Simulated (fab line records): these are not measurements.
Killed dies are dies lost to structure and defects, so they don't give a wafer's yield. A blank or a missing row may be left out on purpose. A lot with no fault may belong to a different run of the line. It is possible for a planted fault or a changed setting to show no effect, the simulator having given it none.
Commonality check across tools | flow nandHarc | Sample size 15 lots and 45 wafers

## THE REASON FOR OPENING IT
On 3 of the 15 lots, a flag is raised at NHARC_P_M0_THK_MEAS_24 on the reading thkNm. No-fault wafers: 117.1 nm, standard deviation 1.8.
Rule: flag the lot when none of its wafers has a number, or when each of its wafers that has one lies beyond 4 standard deviations from that mean. All remaining lots are regarded as sound.

lot  | measured     | on           | thkNm (nm), wafer by wafer | flag
L878 | day 6 12:11  | filmMetro-02 | 115.9 114.4 115.6          | 
L877 | day 6 12:59  | filmMetro-02 | 119.7 118.2 118.6          | 
L879 | day 7 01:56  | filmMetro-01 | 117.2 116.2 120.1          | 
L880 | day 7 20:20  | filmMetro-02 | 117.3 119.0 116.6          | 
L881 | day 7 22:57  | filmMetro-01 | 118.7 117.9 117.7          | 
L882 | day 8 08:08  | filmMetro-01 | 120.2 115.0 115.4          | 
L883 | day 8 17:29  | filmMetro-01 | 118.0 115.5 119.1          | 
L884 | day 8 21:52  | filmMetro-01 | 115.6 119.2 118.0          | 
L887 | day 10 07:27 | filmMetro-02 | 117.2 120.2 116.6          | 
L888 | day 10 14:13 | filmMetro-02 | 116.1 115.1 115.1          | 
L889 | day 11 13:35 | filmMetro-02 | 120.5 118.3 118.0          | 
L895 | day 14 01:02 | filmMetro-01 | 118.0 118.2 118.3          | 
L896 | day 14 07:40 | filmMetro-01 | 409.0 404.9 398.2          | FLAGGED
L897 | day 14 11:34 | filmMetro-01 | 398.6 397.6 400.1          | FLAGGED
L898 | day 14 23:02 | filmMetro-02 | 398.7 395.6 398.6          | FLAGGED
On average the flagged lots read 400.1 nm, which is +283.0 nm against the usual, or +99 or more standard deviations.

## WHICH TOOL RAN EACH LOT
Before the reading, the record contains 3 process steps out of a 1302-step route. Each cell gives the tool, then ch followed by the chambers the sampled wafers passed through, then the start.
lot  | flag    | NHARC_P_CONTACT_ALD_22             | NHARC_P_M0_DESCUM_14              | NHARC_P_M0_CMP_23
L878 |         | aldMetal-03 ch 0,2, day 6 07:32    | rieDiel-09 ch 1,2, day 6 09:52    | cmp-02 ch 1,2, day 6 11:52
L877 |         | aldMetal-04 ch 0,1,3, day 6 08:24  | rieDiel-09 ch 1,2,3, day 6 10:38  | cmp-02 ch 1,3, day 6 12:42
L879 |         | aldMetal-01 ch 1,2,3, day 6 21:17  | rieDiel-02 ch 0,1,2, day 6 23:36  | cmp-02 ch 1,2,3, day 7 01:38
L880 |         | aldMetal-01 ch 1,2,3, day 7 15:47  | rieDiel-02 ch 0,1,3, day 7 17:57  | cmp-02 ch 2,3, day 7 20:03
L881 |         | aldMetal-04 ch 0,1,2, day 7 18:28  | rieDiel-02 ch 2,3, day 7 20:39    | cmp-01 ch 1,3, day 7 22:40
L882 |         | aldMetal-04 ch 0,1,2, day 8 03:23  | rieDiel-02 ch 0,1,2, day 8 05:49  | cmp-04 ch 0,1,3, day 8 07:49
L883 |         | aldMetal-01 ch 0,2, day 8 12:58    | rieDiel-02 ch 1,3, day 8 15:11    | cmp-04 ch 1,2,3, day 8 17:10
L884 |         | aldMetal-01 ch 0,1,3, day 8 17:12  | rieDiel-05 ch 1,2,3, day 8 19:34  | cmp-04 ch 0,1,2, day 8 21:33
L887 |         | aldMetal-04 ch 0,1, day 10 02:47   | rieDiel-05 ch 0,1, day 10 05:08   | cmp-02 ch 1,2,3, day 10 07:13
L888 |         | aldMetal-03 ch 1,2,3, day 10 09:43 | rieDiel-05 ch 0,1,2, day 10 11:55 | cmp-04 ch 2,3, day 10 13:53
L889 |         | aldMetal-03 ch 0,2, day 11 08:43   | rieDiel-09 ch 0,2,3, day 11 11:05 | cmp-04 ch 0,1, day 11 13:18
L895 |         | aldMetal-03 ch 1,2,3, day 13 20:20 | rieDiel-09 ch 1,2,3, day 13 22:41 | cmp-01 ch 0,2,3, day 14 00:45
L896 | FLAGGED | aldMetal-01 ch 1,3, day 14 02:55   | rieDiel-02 ch 0,1,2, day 14 05:15 | cmp-04 ch 1,2,3, day 14 07:22
L897 | FLAGGED | aldMetal-04 ch 0,1,2, day 14 06:40 | rieDiel-02 ch 0,1,2, day 14 08:54 | cmp-02 ch 0,1,3, day 14 11:15
L898 | FLAGGED | aldMetal-01 ch 0,1,2, day 14 18:32 | rieDiel-05 ch 0,1,2, day 14 20:44 | cmp-04 ch 0,3, day 14 22:45
What these steps do:
- NHARC_P_CONTACT_ALD_22: deposits TiN, target thk 3 nm, pulse time 1 s, ald cycles 150.
- NHARC_P_M0_DESCUM_14: chemistry O2, time 3 s.
- NHARC_P_M0_CMP_23: polishes, t overpolish 20 s, target thk 117.54 nm.
- NHARC_P_M0_THK_MEAS_24: measures by xrf.

## FLAGGED OVER TOTAL, TOOL BY TOOL (the gauges that took the reading come last)
step                   | tool         | lots run | flagged | share of the flagged lots | sound lots run after its first flagged lot
NHARC_P_CONTACT_ALD_22 | aldMetal-01  | 6        | 2       | some                      | 0
NHARC_P_CONTACT_ALD_22 | aldMetal-03  | 4        | 0       | none                      | -
NHARC_P_CONTACT_ALD_22 | aldMetal-04  | 5        | 1       | some                      | 0
NHARC_P_M0_DESCUM_14   | rieDiel-02   | 7        | 2       | some                      | 0
NHARC_P_M0_DESCUM_14   | rieDiel-05   | 4        | 1       | some                      | 0
NHARC_P_M0_DESCUM_14   | rieDiel-09   | 4        | 0       | none                      | -
NHARC_P_M0_CMP_23      | cmp-01       | 2        | 0       | none                      | -
NHARC_P_M0_CMP_23      | cmp-02       | 6        | 1       | some                      | 0
NHARC_P_M0_CMP_23      | cmp-04       | 7        | 2       | some                      | 0
NHARC_P_M0_THK_MEAS_24 | filmMetro-01 | 8        | 2       | some                      | 0
NHARC_P_M0_THK_MEAS_24 | filmMetro-02 | 7        | 1       | some                      | 0

## WHAT THE TABLE PERMITS
No row of the table ran every flagged lot.

## WHAT THE SIMULATOR HAD INSERTED
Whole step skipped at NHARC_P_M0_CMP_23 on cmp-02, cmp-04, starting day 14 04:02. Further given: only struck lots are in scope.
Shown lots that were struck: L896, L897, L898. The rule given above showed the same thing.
